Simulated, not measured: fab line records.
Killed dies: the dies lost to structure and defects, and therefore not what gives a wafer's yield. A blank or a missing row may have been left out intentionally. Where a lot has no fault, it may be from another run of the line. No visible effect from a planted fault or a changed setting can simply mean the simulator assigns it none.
The tool behind it: which one? || flow nandHarc || 72 wafers from 24 lots sampled at 6 of the route's 1302 steps

## WHAT EACH GAUGE READ, for each wafer
NHARC_A_M0_CD_MEAS_09 targets a cd of 80 nm.
{"lot": "L075", "measured": "day 23 05:08", "on": "cdSem-02", "cdNm (nm)": "80.6 80.8 80.3"}
{"lot": "L074", "measured": "day 23 07:26", "on": "cdSem-01", "cdNm (nm)": "79.2 79.4 79.0"}
{"lot": "L076", "measured": "day 23 14:20", "on": "cdSem-02", "cdNm (nm)": "79.7 78.9 80.1"}
{"lot": "L077", "measured": "day 24 09:41", "on": "cdSem-01", "cdNm (nm)": "80.4 79.4 79.8"}
{"lot": "L082", "measured": "day 26 21:55", "on": "cdSem-02", "cdNm (nm)": "78.9 78.2 78.1"}
{"lot": "L081", "measured": "day 27 07:49", "on": "cdSem-01", "cdNm (nm)": "79.6 80.0 80.2"}
{"lot": "L078", "measured": "day 27 10:58", "on": "cdSem-03", "cdNm (nm)": "79.7 79.4 80.0"}
{"lot": "L084", "measured": "day 27 19:04", "on": "cdSem-03", "cdNm (nm)": "78.4 79.1 78.5"}
{"lot": "L080", "measured": "day 28 03:11", "on": "cdSem-01", "cdNm (nm)": "80.3 79.3 79.6"}
{"lot": "L083", "measured": "day 28 13:51", "on": "cdSem-01", "cdNm (nm)": "79.5 78.4 78.2"}
{"lot": "L085", "measured": "day 28 21:39", "on": "cdSem-03", "cdNm (nm)": "79.1 79.4 80.0"}
{"lot": "L086", "measured": "day 29 03:20", "on": "cdSem-03", "cdNm (nm)": "80.4 80.8 80.8"}
{"lot": "L079", "measured": "day 29 06:29", "on": "cdSem-01", "cdNm (nm)": "79.0 80.2 79.9"}
{"lot": "L087", "measured": "day 29 11:33", "on": "cdSem-02", "cdNm (nm)": "78.7 78.0 78.3"}
{"lot": "L088", "measured": "day 29 13:04", "on": "cdSem-03", "cdNm (nm)": "78.5 79.1 78.7"}
{"lot": "L089", "measured": "day 29 18:04", "on": "cdSem-03", "cdNm (nm)": "80.7 78.9 79.3"}
{"lot": "L090", "measured": "day 29 19:29", "on": "cdSem-02", "cdNm (nm)": "79.7 79.5 79.5"}
{"lot": "L091", "measured": "day 29 22:52", "on": "cdSem-02", "cdNm (nm)": "78.6 78.3 78.2"}
{"lot": "L092", "measured": "day 30 16:24", "on": "cdSem-03", "cdNm (nm)": "80.0 79.9 80.1"}
{"lot": "L093", "measured": "day 30 23:22", "on": "cdSem-02", "cdNm (nm)": "80.5 80.2 80.4"}
{"lot": "L094", "measured": "day 30 23:58", "on": "cdSem-03", "cdNm (nm)": "79.5 78.7 79.4"}
{"lot": "L095", "measured": "day 32 07:10", "on": "cdSem-02", "cdNm (nm)": "78.2 79.6 79.0"}
{"lot": "L096", "measured": "day 32 09:15", "on": "cdSem-01", "cdNm (nm)": "79.8 79.4 80.7"}
{"lot": "L097", "measured": "day 33 21:13", "on": "cdSem-02", "cdNm (nm)": "79.8 79.5 79.8"}

NHARC_A_M1_INSPECT_11.
{"lot": "L075", "measured": "day 23 09:20", "on": "defectInspect-02", "rawDefectCount": "104 86 112"}
{"lot": "L074", "measured": "day 23 11:37", "on": "defectInspect-01", "rawDefectCount": "26 30 28"}
{"lot": "L076", "measured": "day 23 19:51", "on": "defectInspect-01", "rawDefectCount": "77 104 103"}
{"lot": "L077", "measured": "day 24 14:05", "on": "defectInspect-02", "rawDefectCount": "110 123 107"}
{"lot": "L082", "measured": "day 27 02:03", "on": "defectInspect-02", "rawDefectCount": "84 82 81"}
{"lot": "L081", "measured": "day 27 12:01", "on": "defectInspect-01", "rawDefectCount": "13 19 20"}
{"lot": "L078", "measured": "day 27 15:05", "on": "defectInspect-01", "rawDefectCount": "79 105 87"}
{"lot": "L084", "measured": "day 27 23:23", "on": "defectInspect-01", "rawDefectCount": "97 85 78"}
{"lot": "L080", "measured": "day 28 07:21", "on": "defectInspect-01", "rawDefectCount": "92 94 88"}
{"lot": "L083", "measured": "day 28 18:02", "on": "defectInspect-01", "rawDefectCount": "96 106 101"}
{"lot": "L085", "measured": "day 29 01:42", "on": "defectInspect-02", "rawDefectCount": "75 74 76"}
{"lot": "L086", "measured": "day 29 07:53", "on": "defectInspect-01", "rawDefectCount": "33 48 59"}
{"lot": "L079", "measured": "day 29 10:58", "on": "defectInspect-02", "rawDefectCount": "62 58 74"}
{"lot": "L087", "measured": "day 29 15:37", "on": "defectInspect-01", "rawDefectCount": "56 55 59"}
{"lot": "L088", "measured": "day 29 17:22", "on": "defectInspect-01", "rawDefectCount": "111 117 129"}
{"lot": "L089", "measured": "day 29 22:18", "on": "defectInspect-01", "rawDefectCount": "95 105 97"}
{"lot": "L090", "measured": "day 29 23:35", "on": "defectInspect-01", "rawDefectCount": "62 66 75"}
{"lot": "L091", "measured": "day 30 03:08", "on": "defectInspect-01", "rawDefectCount": "139 104 115"}
{"lot": "L092", "measured": "day 30 20:57", "on": "defectInspect-01", "rawDefectCount": "69 99 72"}
{"lot": "L093", "measured": "day 31 03:35", "on": "defectInspect-01", "rawDefectCount": "93 108 90"}
{"lot": "L094", "measured": "day 31 04:08", "on": "defectInspect-02", "rawDefectCount": "94 92 79"}
{"lot": "L095", "measured": "day 32 11:13", "on": "defectInspect-01", "rawDefectCount": "22 26 23"}
{"lot": "L096", "measured": "day 32 13:19", "on": "defectInspect-01", "rawDefectCount": "124 138 170"}
{"lot": "L097", "measured": "day 34 01:23", "on": "defectInspect-02", "rawDefectCount": "26 24 33"}

NHARC_A_M1_THK_MEAS_24: measures by xrf.
{"lot": "L075", "measured": "day 23 11:52", "on": "filmMetro-02", "thkNm (nm)": "154.5 153.2 152.1"}
{"lot": "L074", "measured": "day 23 14:05", "on": "filmMetro-01", "thkNm (nm)": "155.3 156.0 152.6"}
{"lot": "L076", "measured": "day 23 22:20", "on": "filmMetro-01", "thkNm (nm)": "156.2 152.6 153.3"}
{"lot": "L077", "measured": "day 24 16:34", "on": "filmMetro-02", "thkNm (nm)": "154.6 155.0 155.5"}
{"lot": "L082", "measured": "day 27 04:56", "on": "filmMetro-02", "thkNm (nm)": "153.5 153.5 153.3"}
{"lot": "L081", "measured": "day 27 14:29", "on": "filmMetro-01", "thkNm (nm)": "155.9 154.5 154.6"}
{"lot": "L078", "measured": "day 27 17:40", "on": "filmMetro-02", "thkNm (nm)": "154.2 154.0 154.1"}
{"lot": "L084", "measured": "day 28 01:52", "on": "filmMetro-02", "thkNm (nm)": "152.1 154.4 153.8"}
{"lot": "L080", "measured": "day 28 09:52", "on": "filmMetro-01", "thkNm (nm)": "156.8 153.2 156.1"}
{"lot": "L083", "measured": "day 28 20:30", "on": "filmMetro-02", "thkNm (nm)": "155.3 155.0 154.8"}
{"lot": "L085", "measured": "day 29 04:12", "on": "filmMetro-01", "thkNm (nm)": "153.8 153.3 155.1"}
{"lot": "L086", "measured": "day 29 10:22", "on": "filmMetro-01", "thkNm (nm)": "153.7 157.0 157.7"}
{"lot": "L079", "measured": "day 29 13:26", "on": "filmMetro-01", "thkNm (nm)": "154.0 157.2 155.3"}
{"lot": "L087", "measured": "day 29 18:22", "on": "filmMetro-02", "thkNm (nm)": "157.9 154.0 157.3"}
{"lot": "L088", "measured": "day 29 20:00", "on": "filmMetro-01", "thkNm (nm)": "155.8 154.0 154.4"}
{"lot": "L089", "measured": "day 30 00:55", "on": "filmMetro-02", "thkNm (nm)": "155.1 156.3 154.4"}
{"lot": "L090", "measured": "day 30 02:04", "on": "filmMetro-02", "thkNm (nm)": "151.5 157.0 157.3"}
{"lot": "L091", "measured": "day 30 05:53", "on": "filmMetro-01", "thkNm (nm)": "154.1 156.2 156.6"}
{"lot": "L092", "measured": "day 30 23:32", "on": "filmMetro-02", "thkNm (nm)": "153.4 157.3 154.4"}
{"lot": "L093", "measured": "day 31 06:05", "on": "filmMetro-02", "thkNm (nm)": "154.3 155.4 154.2"}
{"lot": "L094", "measured": "day 31 06:36", "on": "filmMetro-02", "thkNm (nm)": "154.8 153.6 155.2"}
{"lot": "L095", "measured": "day 32 13:43", "on": "filmMetro-02", "thkNm (nm)": "153.8 156.1 154.2"}
{"lot": "L096", "measured": "day 32 15:47", "on": "filmMetro-02", "thkNm (nm)": "151.1 152.0 154.7"}
{"lot": "L097", "measured": "day 34 03:52", "on": "filmMetro-02", "thkNm (nm)": "153.4 153.5 152.2"}

## WHICH TOOL RAN EACH LOT (tool, then ch and the chambers of the sampled wafers, then the start)
{"lot": "L075", "NHARC_A_BLC_CMP_25": "cmp-04 ch 0,2,3, day 23 03:52", "NHARC_A_M0_PRE_CLEAN_31": "pecvd-03 ch 0,1, day 23 07:52", "NHARC_A_M1_CMP_23": "cmp-04 ch 0,2,3, day 23 11:33"}
{"lot": "L074", "NHARC_A_BLC_CMP_25": "cmp-01 ch 0,1,3, day 23 06:03", "NHARC_A_M0_PRE_CLEAN_31": "pecvd-02 ch 0,2, day 23 10:10", "NHARC_A_M1_CMP_23": "cmp-02 ch 0,2, day 23 13:49"}
{"lot": "L076", "NHARC_A_BLC_CMP_25": "cmp-04 ch 0,2, day 23 13:10", "NHARC_A_M0_PRE_CLEAN_31": "pecvd-01 ch 0,2, day 23 17:06", "NHARC_A_M1_CMP_23": "cmp-04 ch 1,3, day 23 22:02"}
{"lot": "L077", "NHARC_A_BLC_CMP_25": "cmp-02 ch 0,3, day 24 08:17", "NHARC_A_M0_PRE_CLEAN_31": "pecvd-01 ch 0,2, day 24 12:28", "NHARC_A_M1_CMP_23": "cmp-03 ch 0,1, day 24 16:15"}
{"lot": "L082", "NHARC_A_BLC_CMP_25": "cmp-01 ch 0,2,3, day 26 20:35", "NHARC_A_M0_PRE_CLEAN_31": "pecvd-03 ch 0,2, day 27 00:38", "NHARC_A_M1_CMP_23": "cmp-03 ch 0,1,2, day 27 04:41"}
{"lot": "L081", "NHARC_A_BLC_CMP_25": "cmp-04 ch 0,1,2, day 27 06:34", "NHARC_A_M0_PRE_CLEAN_31": "pecvd-01 ch 0,1,2, day 27 10:34", "NHARC_A_M1_CMP_23": "cmp-02 ch 0,1,2, day 27 14:10"}
{"lot": "L078", "NHARC_A_BLC_CMP_25": "cmp-02 ch 0,2,3, day 27 09:47", "NHARC_A_M0_PRE_CLEAN_31": "pecvd-01 ch 0,1, day 27 13:46", "NHARC_A_M1_CMP_23": "cmp-04 ch 0,1,3, day 27 17:24"}
{"lot": "L084", "NHARC_A_BLC_CMP_25": "cmp-02 ch 2,3, day 27 17:46", "NHARC_A_M0_PRE_CLEAN_31": "pecvd-02 ch 0,1, day 27 22:05", "NHARC_A_M1_CMP_23": "cmp-04 ch 0,1,2, day 28 01:37"}
{"lot": "L080", "NHARC_A_BLC_CMP_25": "cmp-01 ch 1,2,3, day 28 01:55", "NHARC_A_M0_PRE_CLEAN_31": "pecvd-03 ch 0,1, day 28 05:56", "NHARC_A_M1_CMP_23": "cmp-02 ch 1,2, day 28 09:32"}
{"lot": "L083", "NHARC_A_BLC_CMP_25": "cmp-02 ch 0,1,3, day 28 12:35", "NHARC_A_M0_PRE_CLEAN_31": "pecvd-01 ch 1,2, day 28 16:35", "NHARC_A_M1_CMP_23": "cmp-04 ch 0,1,3, day 28 20:11"}
{"lot": "L085", "NHARC_A_BLC_CMP_25": "cmp-02 ch 0,1,2, day 28 20:29", "NHARC_A_M0_PRE_CLEAN_31": "pecvd-01 ch 0,2, day 29 00:25", "NHARC_A_M1_CMP_23": "cmp-03 ch 1,3, day 29 03:54"}
{"lot": "L086", "NHARC_A_BLC_CMP_25": "cmp-01 ch 1,2,3, day 29 01:55", "NHARC_A_M0_PRE_CLEAN_31": "pecvd-03 ch 0,2, day 29 06:17", "NHARC_A_M1_CMP_23": "cmp-02 ch 0,1,2, day 29 10:02"}
{"lot": "L079", "NHARC_A_BLC_CMP_25": "cmp-02 ch 0,1,2, day 29 05:01", "NHARC_A_M0_PRE_CLEAN_31": "pecvd-02 ch 0,1,2, day 29 09:23", "NHARC_A_M1_CMP_23": "cmp-04 ch 0,2, day 29 13:09"}
{"lot": "L087", "NHARC_A_BLC_CMP_25": "cmp-01 ch 0,3, day 29 10:14", "NHARC_A_M0_PRE_CLEAN_31": "pecvd-03 ch 1,2, day 29 14:20", "NHARC_A_M1_CMP_23": "cmp-02 ch 0,1,3, day 29 18:05"}
{"lot": "L088", "NHARC_A_BLC_CMP_25": "cmp-02 ch 1,2,3, day 29 11:38", "NHARC_A_M0_PRE_CLEAN_31": "pecvd-01 ch 0,1, day 29 15:55", "NHARC_A_M1_CMP_23": "cmp-03 ch 2,3, day 29 19:43"}
{"lot": "L089", "NHARC_A_BLC_CMP_25": "cmp-02 ch 0,3, day 29 16:33", "NHARC_A_M0_PRE_CLEAN_31": "pecvd-01 ch 0,1,2, day 29 20:50", "NHARC_A_M1_CMP_23": "cmp-04 ch 0,2,3, day 30 00:41"}
{"lot": "L090", "NHARC_A_BLC_CMP_25": "cmp-04 ch 0,1,3, day 29 18:13", "NHARC_A_M0_PRE_CLEAN_31": "pecvd-02 ch 0,2, day 29 22:14", "NHARC_A_M1_CMP_23": "cmp-02 ch 1,2,3, day 30 01:46"}
{"lot": "L091", "NHARC_A_BLC_CMP_25": "cmp-01 ch 1,2, day 29 21:35", "NHARC_A_M0_PRE_CLEAN_31": "pecvd-03 ch 0,1, day 30 01:41", "NHARC_A_M1_CMP_23": "cmp-02 ch 0,1,3, day 30 05:39"}
{"lot": "L092", "NHARC_A_BLC_CMP_25": "cmp-01 ch 0,3, day 30 15:06", "NHARC_A_M0_PRE_CLEAN_31": "pecvd-02 ch 0,1, day 30 19:31", "NHARC_A_M1_CMP_23": "cmp-02 ch 0,2,3, day 30 23:16"}
{"lot": "L093", "NHARC_A_BLC_CMP_25": "cmp-02 ch 0,2,3, day 30 22:14", "NHARC_A_M0_PRE_CLEAN_31": "pecvd-03 ch 1,2, day 31 02:05", "NHARC_A_M1_CMP_23": "cmp-03 ch 1,3, day 31 05:48"}
{"lot": "L094", "NHARC_A_BLC_CMP_25": "cmp-04 ch 0,1,3, day 30 22:32", "NHARC_A_M0_PRE_CLEAN_31": "pecvd-01 ch 0,1,2, day 31 02:41", "NHARC_A_M1_CMP_23": "cmp-03 ch 0,1,2, day 31 06:17"}
{"lot": "L095", "NHARC_A_BLC_CMP_25": "cmp-01 ch 0,1,2, day 32 05:55", "NHARC_A_M0_PRE_CLEAN_31": "pecvd-01 ch 0,2, day 32 09:53", "NHARC_A_M1_CMP_23": "cmp-03 ch 0,1, day 32 13:25"}
{"lot": "L096", "NHARC_A_BLC_CMP_25": "cmp-02 ch 0,3, day 32 08:04", "NHARC_A_M0_PRE_CLEAN_31": "pecvd-01 ch 1,2, day 32 11:59", "NHARC_A_M1_CMP_23": "cmp-04 ch 0,1,3, day 32 15:34"}
{"lot": "L097", "NHARC_A_BLC_CMP_25": "cmp-01 ch 0,2,3, day 33 19:55", "NHARC_A_M0_PRE_CLEAN_31": "pecvd-02 ch 0,2, day 33 23:56", "NHARC_A_M1_CMP_23": "cmp-03 ch 1,2, day 34 03:34"}
- NHARC_A_BLC_CMP_25: polishes, t overpolish 30 s, target thk 150 nm.
- NHARC_A_M0_PRE_CLEAN_31: time 12 s.
- NHARC_A_M1_CMP_23: polishes, t overpolish 20 s, target thk 154.34 nm.

## AS READ BY THE TOOLS THEMSELVES (means over the sampled wafers that have a number; for cases with no such wafer, the mark the record gives instead)
NHARC_A_BLC_CMP_25.
{"lot": "L075", "tool": "cmp-04", "motorCurrentA (A)": 12.2, "overpolishRunS (s)": 29.999, "timeToEndpointS (s)": 28.8}
{"lot": "L074", "tool": "cmp-01", "motorCurrentA (A)": 12.5, "overpolishRunS (s)": 30.002, "timeToEndpointS (s)": 30.0}
{"lot": "L076", "tool": "cmp-04", "motorCurrentA (A)": 11.3, "overpolishRunS (s)": 29.992, "timeToEndpointS (s)": 28.5}
{"lot": "L077", "tool": "cmp-02", "motorCurrentA (A)": 11.6, "overpolishRunS (s)": 30.003, "timeToEndpointS (s)": 25.5}
{"lot": "L082", "tool": "cmp-01", "motorCurrentA (A)": 13.6, "overpolishRunS (s)": 30.003, "timeToEndpointS (s)": 29.1}
{"lot": "L081", "tool": "cmp-04", "motorCurrentA (A)": 11.1, "overpolishRunS (s)": 30.001, "timeToEndpointS (s)": 26.7}
{"lot": "L078", "tool": "cmp-02", "motorCurrentA (A)": 12.5, "overpolishRunS (s)": 30.001, "timeToEndpointS (s)": 33.0}
{"lot": "L084", "tool": "cmp-02", "motorCurrentA (A)": 13.2, "overpolishRunS (s)": 29.993, "timeToEndpointS (s)": 30.1}
{"lot": "L080", "tool": "cmp-01", "motorCurrentA (A)": 13.2, "overpolishRunS (s)": 29.999, "timeToEndpointS (s)": 30.7}
{"lot": "L083", "tool": "cmp-02", "motorCurrentA (A)": 11.6, "overpolishRunS (s)": 29.992, "timeToEndpointS (s)": 29.0}
{"lot": "L085", "tool": "cmp-02", "motorCurrentA (A)": 12.0, "overpolishRunS (s)": 29.994, "timeToEndpointS (s)": 30.3}
{"lot": "L086", "tool": "cmp-01", "motorCurrentA (A)": 13.2, "overpolishRunS (s)": 29.998, "timeToEndpointS (s)": 29.0}
{"lot": "L079", "tool": "cmp-02", "motorCurrentA (A)": 11.9, "overpolishRunS (s)": 30.006, "timeToEndpointS (s)": 32.1}
{"lot": "L087", "tool": "cmp-01", "motorCurrentA (A)": 13.8, "overpolishRunS (s)": 30.000, "timeToEndpointS (s)": 32.0}
{"lot": "L088", "tool": "cmp-02", "motorCurrentA (A)": 13.0, "overpolishRunS (s)": 29.999, "timeToEndpointS (s)": 31.2}
{"lot": "L089", "tool": "cmp-02", "motorCurrentA (A)": 11.4, "overpolishRunS (s)": 29.989, "timeToEndpointS (s)": 30.2}
{"lot": "L090", "tool": "cmp-04", "motorCurrentA (A)": 12.2, "overpolishRunS (s)": 30.008, "timeToEndpointS (s)": 30.8}
{"lot": "L091", "tool": "cmp-01", "motorCurrentA (A)": 13.7, "overpolishRunS (s)": 29.999, "timeToEndpointS (s)": 33.4}
{"lot": "L092", "tool": "cmp-01", "motorCurrentA (A)": 13.4, "overpolishRunS (s)": 30.009, "timeToEndpointS (s)": 30.3}
{"lot": "L093", "tool": "cmp-02", "motorCurrentA (A)": 12.3, "overpolishRunS (s)": 30.007, "timeToEndpointS (s)": 27.4}
{"lot": "L094", "tool": "cmp-04", "motorCurrentA (A)": 12.6, "overpolishRunS (s)": 30.003, "timeToEndpointS (s)": 28.9}
{"lot": "L095", "tool": "cmp-01", "motorCurrentA (A)": 12.7, "overpolishRunS (s)": 30.006, "timeToEndpointS (s)": 29.7}
{"lot": "L096", "tool": "cmp-02", "motorCurrentA (A)": 11.4, "overpolishRunS (s)": 30.005, "timeToEndpointS (s)": 27.9}
{"lot": "L097", "tool": "cmp-01", "motorCurrentA (A)": 13.9, "overpolishRunS (s)": 29.997, "timeToEndpointS (s)": 31.4}

NHARC_A_M0_PRE_CLEAN_31.
{"lot": "L075", "tool": "pecvd-03", "heaterPowerW (W)": 600}
{"lot": "L074", "tool": "pecvd-02", "heaterPowerW (W)": 622}
{"lot": "L076", "tool": "pecvd-01", "heaterPowerW (W)": 698}
{"lot": "L077", "tool": "pecvd-01", "heaterPowerW (W)": 632}
{"lot": "L082", "tool": "pecvd-03", "heaterPowerW (W)": 625}
{"lot": "L081", "tool": "pecvd-01", "heaterPowerW (W)": 635}
{"lot": "L078", "tool": "pecvd-01", "heaterPowerW (W)": 632}
{"lot": "L084", "tool": "pecvd-02", "heaterPowerW (W)": 628}
{"lot": "L080", "tool": "pecvd-03", "heaterPowerW (W)": 686}
{"lot": "L083", "tool": "pecvd-01", "heaterPowerW (W)": 557}
{"lot": "L085", "tool": "pecvd-01", "heaterPowerW (W)": 716}
{"lot": "L086", "tool": "pecvd-03", "heaterPowerW (W)": 692}
{"lot": "L079", "tool": "pecvd-02", "heaterPowerW (W)": 619}
{"lot": "L087", "tool": "pecvd-03", "heaterPowerW (W)": 641}
{"lot": "L088", "tool": "pecvd-01", "heaterPowerW (W)": 667}
{"lot": "L089", "tool": "pecvd-01", "heaterPowerW (W)": 638}
{"lot": "L090", "tool": "pecvd-02", "heaterPowerW (W)": 598}
{"lot": "L091", "tool": "pecvd-03", "heaterPowerW (W)": 663}
{"lot": "L092", "tool": "pecvd-02", "heaterPowerW (W)": 610}
{"lot": "L093", "tool": "pecvd-03", "heaterPowerW (W)": 662}
{"lot": "L094", "tool": "pecvd-01", "heaterPowerW (W)": 653}
{"lot": "L095", "tool": "pecvd-01", "heaterPowerW (W)": 709}
{"lot": "L096", "tool": "pecvd-01", "heaterPowerW (W)": 540}
{"lot": "L097", "tool": "pecvd-02", "heaterPowerW (W)": 631}

NHARC_A_M1_CMP_23.
{"lot": "L075", "tool": "cmp-04", "motorCurrentA (A)": 12.1, "timeToEndpointS (s)": 24.5}
{"lot": "L074", "tool": "cmp-02", "motorCurrentA (A)": 11.3, "timeToEndpointS (s)": 30.4}
{"lot": "L076", "tool": "cmp-04", "motorCurrentA (A)": 12.7, "timeToEndpointS (s)": 26.6}
{"lot": "L077", "tool": "cmp-03", "motorCurrentA (A)": 11.7, "timeToEndpointS (s)": 29.1}
{"lot": "L082", "tool": "cmp-03", "motorCurrentA (A)": 11.9, "timeToEndpointS (s)": 27.6}
{"lot": "L081", "tool": "cmp-02", "motorCurrentA (A)": 11.6, "timeToEndpointS (s)": 32.8}
{"lot": "L078", "tool": "cmp-04", "motorCurrentA (A)": 11.6, "timeToEndpointS (s)": 27.6}
{"lot": "L084", "tool": "cmp-04", "motorCurrentA (A)": 11.7, "timeToEndpointS (s)": 29.3}
{"lot": "L080", "tool": "cmp-02", "motorCurrentA (A)": 12.5, "timeToEndpointS (s)": 29.4}
{"lot": "L083", "tool": "cmp-04", "motorCurrentA (A)": 12.1, "timeToEndpointS (s)": 29.0}
{"lot": "L085", "tool": "cmp-03", "motorCurrentA (A)": 10.7, "timeToEndpointS (s)": 32.1}
{"lot": "L086", "tool": "cmp-02", "motorCurrentA (A)": 11.8, "timeToEndpointS (s)": 31.0}
{"lot": "L079", "tool": "cmp-04", "motorCurrentA (A)": 11.3, "timeToEndpointS (s)": 26.7}
{"lot": "L087", "tool": "cmp-02", "motorCurrentA (A)": 11.8, "timeToEndpointS (s)": 30.9}
{"lot": "L088", "tool": "cmp-03", "motorCurrentA (A)": 10.8, "timeToEndpointS (s)": 29.4}
{"lot": "L089", "tool": "cmp-04", "motorCurrentA (A)": 12.3, "timeToEndpointS (s)": 28.8}
{"lot": "L090", "tool": "cmp-02", "motorCurrentA (A)": 12.6, "timeToEndpointS (s)": 30.9}
{"lot": "L091", "tool": "cmp-02", "motorCurrentA (A)": 11.7, "timeToEndpointS (s)": 29.1}
{"lot": "L092", "tool": "cmp-02", "motorCurrentA (A)": 12.3, "timeToEndpointS (s)": 29.5}
{"lot": "L093", "tool": "cmp-03", "motorCurrentA (A)": 10.7, "timeToEndpointS (s)": 32.3}
{"lot": "L094", "tool": "cmp-03", "motorCurrentA (A)": 11.9, "timeToEndpointS (s)": 26.7}
{"lot": "L095", "tool": "cmp-03", "motorCurrentA (A)": 11.9, "timeToEndpointS (s)": 28.6}
{"lot": "L096", "tool": "cmp-04", "motorCurrentA (A)": 11.5, "timeToEndpointS (s)": 28.3}
{"lot": "L097", "tool": "cmp-03", "motorCurrentA (A)": 12.0, "timeToEndpointS (s)": 30.0}

## THE ANSWER, worked out from the rows above alone
Rule: the lots themselves supply what counts as usual. The widest of any qualifying gaps counts: lots, ordered by their means at a reading, are off when they make up no more than a third of the lots, leave a main group of 4 or more, and stand apart from it by 3 or more times the standard deviation of that group's means. A main group whose means are all the same, to the digits that the tables above print for the reading, isn't used. A lot without any number at a reading at which 4 lots or more have one is off too. Any other lot the step has rows for is counted as sound. First the gauges in route order, then the tools' own readings, where a lot's mean is used as printed above. The first step at which some lot is off is used, and at that step the reading that is off furthest; a lot without a number counts as furthest.
Across all readings shown, no lot is off: no conclusion can be drawn from this.

## WHAT WAS PUT IN BY THE SIMULATOR
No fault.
